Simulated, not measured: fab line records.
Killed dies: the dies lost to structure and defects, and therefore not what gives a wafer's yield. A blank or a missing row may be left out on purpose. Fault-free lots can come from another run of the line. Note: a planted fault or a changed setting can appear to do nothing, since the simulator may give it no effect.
Lot-split experiment -- flow n5-finfet -- 21 wafers read from 7 lots, route of 1938 steps

== ON THE SPLIT ==
At N5_HKMG_FIN_COAT_06 (resist thk 90 nm), the setting spin-rpm was moved away from the recipe's 1500 rpm on 9 of the 21 wafers read, by -9.8% to -3.5%. For the rest of the wafers, this setting stayed at what the recipe calls for.

No step appears in the file between the split and the reading.

== THE READING ==
CAR-ArF_of_HKMG_FIN_COAT_06.thk-nm (the simulator's own value, which no gauge read), in nm, at N5_HKMG_FIN_DEVELOP_11 (develop time 30 s). There is no usual value for it anywhere in the file. The 12 wafers here that ran the recipe average 88.2 nm, standard deviation 0.24 nm.

wafer,"tool, chamber at the split","spin-rpm as run, rpm",against the recipe,"CAR-ArF_of_HKMG_FIN_COAT_06.thk-nm, nm",against lot-mates on the recipe
L074.2,"litho-track-05, 0",1500,recipe,88.4,-
L074.5,"litho-track-05, 0",1500,recipe,88.2,-
L074.6,"litho-track-05, 0",1500,recipe,88.4,-
L075.1,"litho-track-03, 0",1420,-5.3%,91,no lot-mate on the recipe
L075.5,"litho-track-03, 0",1420,-5.3%,91,no lot-mate on the recipe
L075.3,"litho-track-03, 0",1420,-5.3%,90.8,no lot-mate on the recipe
L078.3,"litho-track-05, 0",1500,recipe,88,-
L078.5,"litho-track-05, 0",1500,recipe,88,-
L078.6,"litho-track-05, 0",1500,recipe,88.2,-
L080.2,"litho-track-05, 0",1500,recipe,87.8,-
L080.4,"litho-track-05, 0",1500,recipe,87.8,-
L080.5,"litho-track-05, 0",1500,recipe,88,-
L084.1,"litho-track-03, 0",1500,recipe,88.6,-
L084.2,"litho-track-03, 0",1448,-3.5%,89.8,+1.2
L084.3,"litho-track-03, 0",1448,-3.5%,90,+1.4
L086.1,"litho-track-04, 0",1353,-9.8%,93.2,+5.0
L086.2,"litho-track-04, 0",1500,recipe,88.2,-
L086.4,"litho-track-04, 0",1353,-9.8%,93,+4.8
L092.1,"litho-track-04, 0",1364,-9.1%,92.6,+4.2
L092.4,"litho-track-04, 0",1364,-9.1%,92.6,+4.2
L092.3,"litho-track-04, 0",1500,recipe,88.4,-

THE FIT
A straight line over all 21 wafers: CAR-ArF_of_HKMG_FIN_COAT_06.thk-nm changes by -0.5 nm for each +1% of spin-rpm; r = -0.99; the points scatter about the line by 0.21 nm.
The same after taking each lot's own level away (the mean of its wafers on the recipe; 18 wafers): -0.481 nm for each +1%; r = -1.00; scatter 0.17 nm.
Per that fit: largest spin-rpm move, reading shift of 4.7 nm.
From 87.87 to 88.60 nm: that is the span of the lots' own levels, equal to 3.0 times the standard deviation above.
Hence the lot-to-lot level has little effect on the slope; both slopes agree.
Check: for one of the wafers moved furthest among these (-9.8%), held out of the fit, the line's prediction against its lot-mates is +4.56 nm. Against them it came out at +5 nm.

== THESE WAFERS: OTHER SPLITS ==
Note: prior to the reading, these wafers also went through further splits. Each is held against what the fit with the lots' levels taken away leaves over:
other split on the same wafers,wafers away from the commonest value,r with CAR-ArF_of_HKMG_FIN_COAT_06.thk-nm (lot level and that fit taken away)
N5_SD_EPI_N_PEB_07 peb-time-s,7,-0.04
N5_SDB_COAT_05 spin-rpm,6,+0.17

== THE WHOLE CHAIN: every reading that the file lists as answering this split, in the file's order ==
step,what it does,reading,change (the file's fit),r (the file's)
N5_HKMG_FIN_COAT_06,resist thk 90 nm,"CAR-ArF_of_HKMG_FIN_COAT_06.thk-nm (the simulator's own value, which no gauge read)",-0.495 nm for each +1% of the setting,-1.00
N5_HKMG_FIN_DEVELOP_11,develop time 30 s,"CAR-ArF_of_HKMG_FIN_COAT_06.thk-nm (the simulator's own value, which no gauge read)",-0.476 nm for each +1% of the setting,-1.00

== THE FILE'S OWN FIT ==
CAR-ArF_of_HKMG_FIN_COAT_06.thk-nm changes by -0.476 nm for each +1% of spin-rpm, r = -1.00.
